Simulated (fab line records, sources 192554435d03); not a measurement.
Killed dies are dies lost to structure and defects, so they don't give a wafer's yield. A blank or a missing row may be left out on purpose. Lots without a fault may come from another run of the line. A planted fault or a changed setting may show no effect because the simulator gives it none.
A struck lot beside a sound one | flow n5_finfet | 19 steps out of a route of 1938
Sound: wafers L152.1, L152.2, L152.5. Struck: wafer L163.6. (L163.1, L163.4 of the same lot were not struck and are left out.) The cause comes at the end.
At each step with rows: each side's tool, then ch and its chambers, then its first start. Under that, the readings that differ: sound wafers | struck wafers | difference of the means | sigmas: that difference in standard deviations of wafers without a fault.
alike: readings whose means differ by less than 2 such deviations, and words and numbers that are the same on both sides. not compared: withheld readings, readings that some wafer has no value for, bounds like >300 that may hide the same value, and numbers for which the record gives no deviation and whose values overlap.
The two part at a step that has a row with sigmas, a row that says differs or no value, or rows on one side only. Numbers that don't overlap but have no deviation are shown without sigmas and don't part them. A reading that every wafer of one side lacks parts them only if that side has two wafers or more.

N5_BEOL_M3_INSPECT_30: inspects for defects (brightfield).
  sound on defect_inspect-02, day 7 04:41; struck on defect_inspect-01, day 10 03:31
  alike: raw_defect_count
then, 2 steps without rows for these wafers: N5_BEOL_M3_DESCUM_33 (chemistry O2, time 7 s); N5_BEOL_M3_ETCH_77 (etches underlayer in N2/H2, target depth 6.5 nm, time 5.2 s).
N5_BEOL_M3_ETCH_69: etches SiARC in CF4, target depth 15.6 nm, time 26 s.
  sound on rie_diel-03 ch 1,2,3, day 7 04:47; struck on rie_diel-01 ch 3, day 10 03:35
  reading      | sound             | struck | difference | sigmas
  rf_vpp_V (V) | 184.1 184.7 184.7 | 182.1  | -2.4       | -2
  alike: drypump_motor_current_A, etch_rf_on_time_s, oes_product_au, showerhead_plenum_p_Torr, throttle_valve_pct
  not compared: rf_hours_counter_h
N5_BEOL_M3_ALD_98: deposits SiO2, target thk 2.5 nm, pulse time 1 s, co reactant pulse time 1 s.
  sound on ald_sin-03 ch 0,2,3, day 7 04:52; struck on ald_sin-02 ch 0, day 10 03:46
  alike: heater_power_w, precursor_pulse_height_rel
  not compared: since_wet_clean_h
then, 4 steps without rows for these wafers: N5_BEOL_M3_ETCHBACK_99 (etches SiO2 in CHF3, target depth 5 nm, time 10.4 s); N5_BEOL_M3_ETCH_70 (etches SOC in N2/H2, target depth 80 nm, overetch 16 nm, time 120 s); N5_BEOL_M3_STRIP_71 (strips in N2/H2); N5_BEOL_M3_STRIP_78 (strips in N2/H2).
N5_BEOL_M3_VIA_ETCH_34: etches the open film in C4F6/O2, target depth 69.4 nm, time 65.9 s.
  sound on rie_diel-04 ch 0,2, day 7 06:07; struck on rie_diel-03 ch 1, day 10 04:10
  alike: drypump_motor_current_A, oes_product_au, rf_vpp_V, run_length_s, showerhead_plenum_p_Torr, throttle_valve_pct
  not compared: rf_hours_counter_h
then, 1 step without rows for these wafers: N5_BEOL_M3_STRIP_83 (strips in C4F6/O2).
N5_BEOL_M3_STRIP_36: strips in N2/H2.
  sound on rie_diel-04 ch 0,2, day 7 06:10; struck on rie_diel-03 ch 1, day 10 04:13
  alike: drypump_motor_current_A, oes_product_au, rf_vpp_V, showerhead_plenum_p_Torr, throttle_valve_pct
  not compared: rf_hours_counter_h
N5_BEOL_M3_TRENCH_ETCH_37: etches SiOC in C4F6/O2, target depth 55.555 nm, time 29.2 s.
  sound on rie_diel-04 ch 0,2, day 7 06:13; struck on rie_diel-03 ch 1, day 10 04:16
  reading                             | sound             | struck | difference | sigmas
  run_length_s (s)                    | 52.0 53.1 52.7    | 57.4   | +4.8       | +9
  model.BEOL_M3.feature_depth_nm (nm) | 55 54.6 55.4      | 64.8   | +9.8       |
  model.etch.depth_nm (nm)            | 55.02 54.52 55.31 | 64.82  | +9.87      |
  alike: drypump_motor_current_A, oes_product_au, rf_vpp_V, showerhead_plenum_p_Torr, throttle_valve_pct
  not compared: rf_hours_counter_h
N5_BEOL_M3_ETCH_41: etches SiCN in CH3F/O2, target depth 29.9 nm, time 52.5 s.
  sound on rie_diel-04 ch 0,2; struck on rie_diel-03 ch 1
  alike: drypump_motor_current_A, oes_product_au, rf_vpp_V, run_length_s, showerhead_plenum_p_Torr, throttle_valve_pct
  not compared: rf_hours_counter_h
then, 1 step without rows for these wafers: N5_BEOL_M3_STRIP_97 (strips in N2/H2, time 10 s).
N5_BEOL_M3_OCD_MEAS_38:
  sound on ocd-01, day 7 06:22; struck on ocd-02, day 10 04:25
  reading              | sound          | struck | difference | sigmas
  trench_depth_nm (nm) | 55.2 54.6 55.2 | 65.1   | +10.1      | +10
then, 1 step without rows for these wafers: N5_BEOL_M3_HM_STRIP_39 (strips TiN in peroxide tin strip, target depth 25 nm, time 158 s).
N5_BEOL_M4_RC_MEAS_101:
  sound on prober-01 ch 0, day 7 22:02; struck on prober-02 ch 0, day 10 17:33
  alike: DIBL_N, DIBL_P, IOFF_N, IOFF_P, ION_N, ION_P, SS_N, SS_P, VT_N, VT_P
-- the record jumps here: 4 days lie between the struck wafers' starts before and after (it left off in module BEOL_M4 and takes up again in module PASSIVATION, whose first step shown is number 1936 of the route) --
N5_PASSIVATION_PROBE_49:
  sound on prober-01, day 11 18:36; struck on prober-01, day 14 19:50
  reading            | sound    | struck | difference | sigmas
  killed_at_M0_to_M3 | 60 58 46 | 33     | -22        | -2
  killed_at_M4_up    | 17 6 6   | 21     | +11        | +3
  killed_short       | 58 40 40 | 28     | -18        | -2
  alike: defect_limited_yield, killed_at_contacts, killed_at_front_end, killed_at_other, killed_dies, killed_open, sort_bin_5_function, sort_bin_6_memory, sort_n_pass, sort_yield_pct

WHERE THEY PART
First at N5_BEOL_M3_ETCH_69; last, within this record, at N5_PASSIVATION_PROBE_49.

WHY: what the simulator had put in
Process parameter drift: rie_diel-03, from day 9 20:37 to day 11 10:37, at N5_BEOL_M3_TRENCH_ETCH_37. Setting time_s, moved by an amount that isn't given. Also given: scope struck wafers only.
